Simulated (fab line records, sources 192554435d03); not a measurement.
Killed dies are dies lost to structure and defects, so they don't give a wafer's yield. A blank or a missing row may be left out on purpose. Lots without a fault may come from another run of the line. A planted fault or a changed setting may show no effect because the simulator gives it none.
Chamber matching | flow n5_finfet | N5_BEOL_M0_SAQP_MANDREL_ETCH_20 on rie_si-05: 4 sister chambers
The step etches a-Si in HBr/Cl2, stops on SiNx, target depth 60 nm, bt time 10 s, time 30 s. 8 wafers are shown with their chamber, then 9 later ones without.

WAFERS WITH THEIR CHAMBER
wafer  | chamber | throttle_valve_pct (%) | drypump_motor_current_A (A)
L079.4 | 2       | 35.98                  | 5.3
L081.5 | 1       | 35.35                  | 4.9
L083.4 | 2       | 35.93                  | 5.3
L083.5 | 3       | 35.30                  | 5.6
L083.6 | 0       | 35.31                  | 5.6
L088.1 | 0       | 35.34                  | 5.6
L088.2 | 1       | 35.39                  | 4.9
L088.3 | 3       | 35.30                  | 5.7

WAFERS WITHOUT THEIR CHAMBER
wafer  | throttle_valve_pct (%) | drypump_motor_current_A (A)
L092.1 | 35.36                  | 4.9
L092.3 | 35.28                  | 5.7
L092.4 | 35.92                  | 5.3
L095.1 | 35.31                  | 5.6
L095.2 | 35.29                  | 5.7
L095.4 | 35.93                  | 5.3
L096.4 | 35.33                  | 5.6
L096.5 | 35.32                  | 5.6
L096.6 | 35.30                  | 5.6

WHICH CHAMBER EACH WENT THROUGH
wafer  | from the rows above     | in truth
L092.1 | 1                       | 1
L092.3 | can't be placed: 3 or 0 | 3
L092.4 | 2                       | 2
L095.1 | can't be placed: 0 or 3 | 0
L095.2 | can't be placed: 3 or 0 | 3
L095.4 | 2                       | 2
L096.4 | can't be placed: 0 or 3 | 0
L096.5 | can't be placed: 0 or 3 | 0
L096.6 | can't be placed: 0 or 3 | 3
Placed correctly: 3 of 9. Can't be placed from these rows: 6 (the true chamber is among the candidates in 6). Placed wrongly: 0.
How it was worked out, from the rows above alone: a wafer's distance from a chamber is the root of the sum, over the readings, of the square of ((its reading less the chamber's mean) divided by the reading's scatter). The wafer belongs to the nearest chamber; if the next one is less than 2 further off, it can't be placed. A chamber's mean is the mean of its shown wafers. The scatter: the root of (the sum of the squares of (reading less its chamber's mean) over the shown wafers, divided by (wafers less chambers)).
